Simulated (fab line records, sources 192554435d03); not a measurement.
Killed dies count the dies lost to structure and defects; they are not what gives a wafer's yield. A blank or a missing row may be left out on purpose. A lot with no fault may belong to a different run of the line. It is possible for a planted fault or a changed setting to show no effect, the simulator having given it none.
A single fault, viewed from 2 desks | flow n5_finfet | numbers are kept per desk, each desk with only its own; the story behind them comes last

## AT THE METROLOGY DESK
What the gauges read, lot by lot, whatever tool the lot ran on: means of the sampled wafers that have a number. Marked OUT: a lot whose mean sits more than 4 standard deviations from the usual mean, which makes it out of limits; the brackets give that distance.
Columns: A = SD_N_BLK_OVL at N5_SD_EPI_N_OVL_MEAS_10, usual -0.5 nm
lot  | first seen here | A
L426 | day 3 06:49     | 0.3
L427 | day 3 14:13     | -0.1
L428 | day 3 20:26     | -0.2
L429 | day 3 22:59     | -0.7
L430 | day 4 05:52     | -0.5
L433 | day 5 04:34     | 0.0
L434 | day 5 09:40     | -0.9
L437 | day 6 00:11     | -0.1
L436 | day 6 01:53     | -0.2
L445 | day 7 23:55     | -1.5
L446 | day 8 05:04     | -0.5
L447 | day 8 15:20     | -1.9
Finding of this desk: none of the 12 lots has anything out of limits.

## TOOL OWNER'S DESK, ald_sin-02
The tool's own readings at N5_SPACER0_ALD_00 (deposits SiOCN, target thk 3.5 nm, pulse time 3 s, purge time 2 s): means of the sampled wafers that have a number, for each lot that ran on this tool. Marked OUT: a lot whose mean sits more than 4 standard deviations from the usual mean, which makes it out of limits; the brackets give that distance.
Columns: A = heater_power_outer_w at N5_SPACER0_ALD_00, usual 492 W; B = heater_power_w at N5_SPACER0_ALD_00, usual 809 W; C = precursor_pulse_height_rel at N5_SPACER0_ALD_00, usual 1.000
lot  | first seen here | A   | B   | C
L428 | day 3 19:44     | 496 | 794 | 0.987
L430 | day 4 05:02     | 435 | 735 | 0.985
L434 | day 5 08:57     | 448 | 731 | 1.009
L436 | day 6 01:02     | 495 | 826 | 0.993
L445 | day 7 23:11     | 524 | 864 | 1.004
L446 | day 8 04:21     | 434 | 704 | 0.990
L447 | day 8 14:37     | 450 | 735 | 0.972
Finding of this desk: none of the 7 lots has anything out of limits.

## BROUGHT TOGETHER
At the metrology desk, nothing out of limits was observed.
The tool owner's desk saw nothing out of limits.

## WHAT HAD BEEN PUT IN BY THE SIMULATOR
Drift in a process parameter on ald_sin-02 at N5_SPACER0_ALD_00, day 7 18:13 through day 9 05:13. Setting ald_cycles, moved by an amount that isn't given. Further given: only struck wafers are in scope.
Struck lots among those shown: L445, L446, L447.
